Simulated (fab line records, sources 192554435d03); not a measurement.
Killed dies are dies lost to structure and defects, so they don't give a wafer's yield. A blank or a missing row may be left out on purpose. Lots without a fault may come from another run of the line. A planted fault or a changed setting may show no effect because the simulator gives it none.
Chamber matching | flow n5_finfet | N5_BEOL_M3_ETCH_63 on rie_diel-01: 4 sister chambers
The step etches SiARC in CF4, target depth 15.6 nm, time 26 s. 4 wafers are shown with their chamber, then 8 later ones without.

WAFERS WITH THEIR CHAMBER
wafer  | chamber | showerhead_plenum_p_Torr (Torr)
L084.6 | 1       | 2.10
L088.1 | 2       | 2.22
L088.4 | 0       | 2.09
L089.1 | 3       | 2.25

WAFERS WITHOUT THEIR CHAMBER
wafer  | showerhead_plenum_p_Torr (Torr)
L089.3 | 2.09
L089.6 | 2.09
L096.1 | 2.25
L096.5 | 2.25
L096.6 | 2.21
L097.1 | 2.08
L097.2 | 2.21
L097.6 | 2.25

WHICH CHAMBER EACH WENT THROUGH
wafer  | from the rows above     | in truth
L089.3 | can't be placed: 0 or 1 | 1
L089.6 | can't be placed: 0 or 1 | 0
L096.1 | 3                       | 3
L096.5 | 3                       | 3
L096.6 | 2                       | 2
L097.1 | can't be placed: 0 or 1 | 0
L097.2 | 2                       | 2
L097.6 | 3                       | 3
Placed correctly: 5 of 8. Can't be placed from these rows: 3 (the true chamber is among the candidates in 3). Placed wrongly: 0.
How it was worked out, from the rows above alone: a wafer's distance from a chamber is the root of the sum, over the readings, of the square of ((its reading less the chamber's mean) divided by the reading's scatter). The wafer belongs to the nearest chamber; if the next one is less than 2 further off, it can't be placed. A chamber's mean is the mean of its shown wafers. The scatter: with one shown wafer a chamber, the root of the mean of the squares of how far each hidden wafer lies from its nearest shown one.
